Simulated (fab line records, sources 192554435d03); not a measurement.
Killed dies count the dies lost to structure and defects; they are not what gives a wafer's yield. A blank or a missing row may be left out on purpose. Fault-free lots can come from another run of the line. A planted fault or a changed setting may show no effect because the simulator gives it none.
Chamber matching + flow n5_finfet + N5_BEOL_M0_SAQP_ETCH_106 on rie_diel-01: 4 sister chambers
The step etches SOC in N2/H2, stops on SiNx, target depth 150 nm. 4 wafers are shown with their chamber, then 11 later ones without.

EACH WAFER AND ITS CHAMBER
| wafer  | chamber | drypump_motor_current_A (A) |
|--------|---------|-----------------------------|
| L090.3 | 0       | 4.8                         |
| L090.5 | 2       | 6.2                         |
| L089.4 | 3       | 6.4                         |
| L091.2 | 1       | 5.2                         |

WAFERS WITH NO CHAMBER GIVEN
| wafer  | drypump_motor_current_A (A) |
|--------|-----------------------------|
| L091.3 | 6.4                         |
| L091.6 | 6.1                         |
| L093.3 | 5.2                         |
| L093.4 | 6.2                         |
| L093.6 | 4.8                         |
| L094.1 | 5.2                         |
| L094.5 | 6.1                         |
| L094.6 | 5.2                         |
| L097.3 | 6.4                         |
| L097.5 | 6.4                         |
| L097.6 | 6.1                         |

CHAMBER TAKEN BY EACH
| wafer  | from the rows above | in truth |
|--------|---------------------|----------|
| L091.3 | 3                   | 3        |
| L091.6 | 2                   | 2        |
| L093.3 | 1                   | 1        |
| L093.4 | 2                   | 2        |
| L093.6 | 0                   | 0        |
| L094.1 | 1                   | 1        |
| L094.5 | 2                   | 2        |
| L094.6 | 1                   | 1        |
| L097.3 | 3                   | 3        |
| L097.5 | 3                   | 3        |
| L097.6 | 2                   | 2        |
11 of 11 placed correctly. Not placeable from these rows: 0. Placed wrongly: 0.
How it was worked out, from the rows above alone: a wafer's distance from a chamber is the root of the sum, over the readings, of the square of ((its reading less the chamber's mean) divided by the reading's scatter). The wafer belongs to the nearest chamber; if the next one is less than 2 further off, it can't be placed. The mean given for a chamber averages the wafers shown for that chamber. The scatter: with one shown wafer a chamber, the root of the mean of the squares of how far each hidden wafer lies from its nearest shown one.
